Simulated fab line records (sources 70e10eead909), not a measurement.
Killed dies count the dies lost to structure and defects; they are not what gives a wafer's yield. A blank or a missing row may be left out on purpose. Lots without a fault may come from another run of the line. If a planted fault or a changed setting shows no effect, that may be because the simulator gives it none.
Which tool did it? -- flow nandHarc -- Sampling: 10 lots, 30 wafers, 7 of 1159 route steps

## WHAT THE GAUGES SHOWED, per wafer
NHARC_A_BLC_CD_MEAS_10: the cd target is 100 nm.
lot,measured,on,cdNm (nm)
L345,day 17 23:25,cdSem-01,100.0 100.3 100.3
L349,day 19 01:05,cdSem-02,101.0 100.6 101.3
L352,day 19 12:41,cdSem-03,100.1 100.0 100.6
L348,day 19 19:00,cdSem-01,100.1 100.1 100.3
L356,day 20 06:19,cdSem-02,99.6 99.9 100.0
L359,day 21 03:16,cdSem-03,100.7 100.8 100.3
L360,day 21 14:58,cdSem-03,100.3 99.7 99.9
L362,day 21 17:08,cdSem-02,89.8 89.9 89.4
L363,day 21 20:14,cdSem-03,100.8 99.8 100.3
L365,day 22 12:45,cdSem-03,90.4 89.7 89.6

NHARC_A_BLC_CD_MEAS_19.
lot,measured,on,cdNm (nm)
L345,day 18 00:33,cdSem-02,98.5 101.5 97.6
L349,day 19 02:25,cdSem-03,97.0 97.4 100.4
L352,day 19 13:52,cdSem-01,99.1 96.5 98.8
L348,day 19 20:09,cdSem-01,100.7 99.9 99.3
L356,day 20 07:28,cdSem-03,99.2 98.3 97.1
L359,day 21 04:24,cdSem-03,100.4 99.3 100.3
L360,day 21 16:07,cdSem-01,96.8 98.8 96.2
L362,day 21 18:18,cdSem-03,86.2 86.8 83.3
L363,day 21 21:23,cdSem-02,102.0 97.9 95.9
L365,day 22 14:08,cdSem-02,92.1 89.4 87.4

NHARC_END_SORT_01.
lot,measured,on,killedAtArray,killedAtOther,killedAtPeriphery,killedDies,killedOpen,killedShort
L345,day 20 01:19,prober-01,11 11 18,0 0 0,4 2 2,15 13 20,5 3 3,1 2 2
L349,day 21 01:04,prober-02,36 35 31,0 1 0,2 2 5,38 38 36,3 0 6,2 2 2
L352,day 21 09:28,prober-01,23 22 23,1 5 1,1 1 5,25 28 29,4 6 5,4 3 2
L348,day 21 18:59,prober-02,22 41 29,0 1 0,2 4 3,24 46 32,0 2 3,0 4 3
L356,day 22 11:29,prober-02,19 15 13,0 0 1,1 2 4,20 17 18,4 4 4,1 2 2
L359,day 23 13:21,prober-02,28 38 39,0 0 0,0 0 0,28 38 39,5 7 7,3 1 0
L360,day 23 12:32,prober-01,21 23 22,4 6 2,1 2 6,26 31 30,4 2 1,0 1 1
L362,day 23 20:18,prober-01,38 44 41,2 2 1,2 2 0,42 48 42,3 2 4,1 1 2
L363,day 23 20:22,prober-02,18 23 24,0 0 0,8 3 1,26 26 25,3 3 3,1 1 3
L365,day 24 11:54,prober-01,20 31 24,0 0 0,10 12 13,30 43 37,4 2 4,0 2 3

## WHAT TOOL EACH LOT RAN ON (gives the tool, then ch and the chambers of the sampled wafers, and finally the start)
lot,NHARC_A_CONTACT_STRIP_26,NHARC_A_BLC_PEB_08,NHARC_A_BLC_ETCH_16,NHARC_A_BLC_ETCH_17
L345,"rieDiel-11 ch 1,3, day 17 23:19 or earlier","lithoTrack-01 ch 0, day 17 23:19","rieDiel-03 ch 1,3, day 17 23:41","rieDiel-03 ch 0,1, day 18 00:33 or earlier"
L349,"rieDiel-11 ch 2,3, day 19 01:00 or earlier","lithoTrack-01 ch 0, day 19 01:00","rieDiel-03 ch 0,1,3, day 19 01:23","rieDiel-03 ch 0,1, day 19 02:25 or earlier"
L352,"rieDiel-11 ch 1,2,3, day 19 12:37 or earlier","lithoTrack-06 ch 0, day 19 12:37","rieDiel-03 ch 2,3, day 19 12:59","rieDiel-03 ch 0,2,3, day 19 13:52 or earlier"
L348,"rieDiel-08 ch 0,1,3, day 19 18:55 or earlier","lithoTrack-01 ch 0, day 19 18:55","rieDiel-03 ch 0,1,2, day 19 19:16","rieDiel-03 ch 0,2,3, day 19 20:09 or earlier"
L356,"rieDiel-11 ch 0,2,3, day 20 06:14 or earlier","lithoTrack-06 ch 0, day 20 06:14","rieDiel-09 ch 1,2,3, day 20 06:35","rieDiel-09 ch 0,1,3, day 20 07:28 or earlier"
L359,"rieDiel-11 ch 0,1, day 21 03:11 or earlier","lithoTrack-01 ch 0, day 21 03:11","rieDiel-09 ch 1,3, day 21 03:31","rieDiel-09 ch 1,2,3, day 21 04:24 or earlier"
L360,"rieDiel-13 ch 0,3, day 21 14:53 or earlier","lithoTrack-01 ch 0, day 21 14:53","rieDiel-03 ch 0,3, day 21 15:14","rieDiel-03 ch 0,1,3, day 21 16:07 or earlier"
L362,"rieDiel-08 ch 0,1,3, day 21 17:04 or earlier","lithoTrack-01 ch 0, day 21 17:04","rieDiel-09 ch 0,1,3, day 21 17:25","rieDiel-09 ch 0,1,3, day 21 18:18 or earlier"
L363,"rieDiel-08 ch 0,3, day 21 20:09 or earlier","lithoTrack-04 ch 0, day 21 20:09","rieDiel-09 ch 1,2,3, day 21 20:31","rieDiel-09 ch 0,1,3, day 21 21:23 or earlier"
L365,"rieDiel-08 ch 0,1,2, day 22 12:40 or earlier","lithoTrack-01 ch 0, day 22 12:40","rieDiel-03 ch 0,2,3, day 22 13:04","rieDiel-03 ch 0,1,3, day 22 14:08 or earlier"
- NHARC_A_CONTACT_STRIP_26: strips in O2.
- NHARC_A_BLC_PEB_08: peb time 65 s.
- NHARC_A_BLC_ETCH_16: etches the open film in CF4, target depth 39 nm, time 65 s.
- NHARC_A_BLC_ETCH_17: etches the open film in N2/H2, target depth 390 nm, time 609.38 s.

## WHAT THE TOOLS THEMSELVES READ (means of the sampled wafers that have a number; where no wafer has one, the mark that the record gives instead)
NHARC_A_CONTACT_STRIP_26.
lot,tool,drypumpMotorCurrentA (A),oesProductAu (a.u.),rfVppV (V),showerheadPlenumPTorr (Torr),throttleValvePct (%)
L345,rieDiel-11,6.2,1.011,56.8,3.47,17.032
L349,rieDiel-11,5.8,1.008,58.4,3.51,17.032
L352,rieDiel-11,6.0,1.005,57.4,3.54,17.031
L348,rieDiel-08,6.1,1.003,57.7,3.43,17.033
L356,rieDiel-11,5.8,1.002,57.2,3.53,17.035
L359,rieDiel-11,6.2,0.993,57.8,3.52,17.038
L360,rieDiel-13,5.5,0.991,57.4,3.36,17.037
L362,rieDiel-08,6.1,1.003,57.7,3.42,17.035
L363,rieDiel-08,6.0,0.994,57.3,3.46,17.035
L365,rieDiel-08,6.0,1.000,57.0,3.45,17.035

NHARC_A_BLC_PEB_08.
lot,tool,heaterPowerTotalW (W),plateTempC (C),resistLineTempC (C)
L345,lithoTrack-01,156.8,100.02,23.01
L349,lithoTrack-01,156.6,99.97,22.96
L352,lithoTrack-06,156.5,100.04,22.93
L348,lithoTrack-01,156.5,100.03,22.96
L356,lithoTrack-06,156.4,99.97,23.09
L359,lithoTrack-01,156.3,99.95,23.03
L360,lithoTrack-01,156.5,99.94,23.05
L362,lithoTrack-01,151.2,97.27,22.91
L363,lithoTrack-04,156.6,99.95,22.96
L365,lithoTrack-01,150.7,97.29,22.93

NHARC_A_BLC_ETCH_16.
lot,tool,drypumpMotorCurrentA (A),oesProductAu (a.u.),rfVppV (V),showerheadPlenumPTorr (Torr),throttleValvePct (%)
L345,rieDiel-03,5.8,1.005,152.7,1.88,13.289
L349,rieDiel-03,5.8,1.001,151.4,1.83,13.291
L352,rieDiel-03,5.5,1.004,152.1,1.83,13.285
L348,rieDiel-03,5.6,1.005,152.3,1.79,13.281
L356,rieDiel-09,5.4,0.990,150.7,1.74,13.291
L359,rieDiel-09,5.3,0.991,151.4,1.79,13.287
L360,rieDiel-03,6.0,1.010,151.3,1.77,13.275
L362,rieDiel-09,5.8,0.986,150.5,1.74,13.279
L363,rieDiel-09,5.5,0.986,151.2,1.74,13.282
L365,rieDiel-03,5.7,0.995,152.2,1.80,13.284

NHARC_A_BLC_ETCH_17.
lot,tool,drypumpMotorCurrentA (A),oesProductAu (a.u.),rfVppV (V),showerheadPlenumPTorr (Torr),throttleValvePct (%)
L345,rieDiel-03,5.6,1.012,432.5,2.10,14.165
L349,rieDiel-03,5.6,1.014,432.1,2.10,14.172
L352,rieDiel-03,5.7,1.006,431.3,2.08,14.174
L348,rieDiel-03,5.7,1.011,432.0,2.08,14.167
L356,rieDiel-09,5.7,1.002,428.8,2.00,14.174
L359,rieDiel-09,5.4,0.977,429.1,2.00,14.176
L360,rieDiel-03,5.8,1.010,431.9,2.11,14.171
L362,rieDiel-09,5.7,0.998,430.3,2.00,14.169
L363,rieDiel-09,5.8,0.995,429.2,2.00,14.163
L365,rieDiel-03,5.8,1.012,432.0,2.11,14.177

## THE ANSWER, worked out from the rows above alone
Rule: usual is defined by the lots themselves. Put in order of their means at a reading, lots are off if they are a third of the lots or fewer, leave a main group of 4 or more, and stand apart from it by a gap of 3 or more times the standard deviation of the main group's means; of several such gaps the widest counts. A main group is skipped when, at the precision printed for the reading in the tables above, its means are all equal. Also off: a lot with no number at a reading for which 4 or more lots have one. The other lots that the step has rows for count as sound. First the gauges in route order, then the tools' own readings, where a lot's mean is used as printed above. At the first step where some lot is off, the reading lying furthest off is the one used; lots without a number count as furthest.
Off, at NHARC_A_BLC_CD_MEAS_10 on cdNm: L362, L365. For the main group the mean is 100.3 nm and the standard deviation 0.33.
A tool fits if, at a process step before that reading, it ran every lot that is off, and no sound lot after the first of them. Not tried: the gauges at NHARC_A_BLC_CD_MEAS_10; whatever is off there is also off at NHARC_A_BLC_PEB_08, on other tools, and gauge error can't account for it. Because NHARC_A_CONTACT_STRIP_26 lacks a start for some lots, the hours and order of its lots are taken from NHARC_A_BLC_PEB_08. One fits: lithoTrack-01 at NHARC_A_BLC_PEB_08. Its last sound lot is L360 (day 21 14:53), its first lot that is off L362 (day 21 17:04): a fault that began between those two fits.
The tool's own readings at NHARC_A_BLC_PEB_08 bear it out: on the lots that are off they differ by more than 5 times the standard deviation of the sound lots' means. heaterPowerTotalW reads 150.9 W there against 156.5 W on the sound lots; plateTempC reads 97.28 C there against 99.98 C on the sound lots.

## WHAT WAS PUT IN BY THE SIMULATOR
Drift in process parameters on lithoTrack-01 at NHARC_A_BLC_PEB_08, starting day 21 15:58. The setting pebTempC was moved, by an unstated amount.
Lots struck among those shown: L362, L365. The rule above found the same.
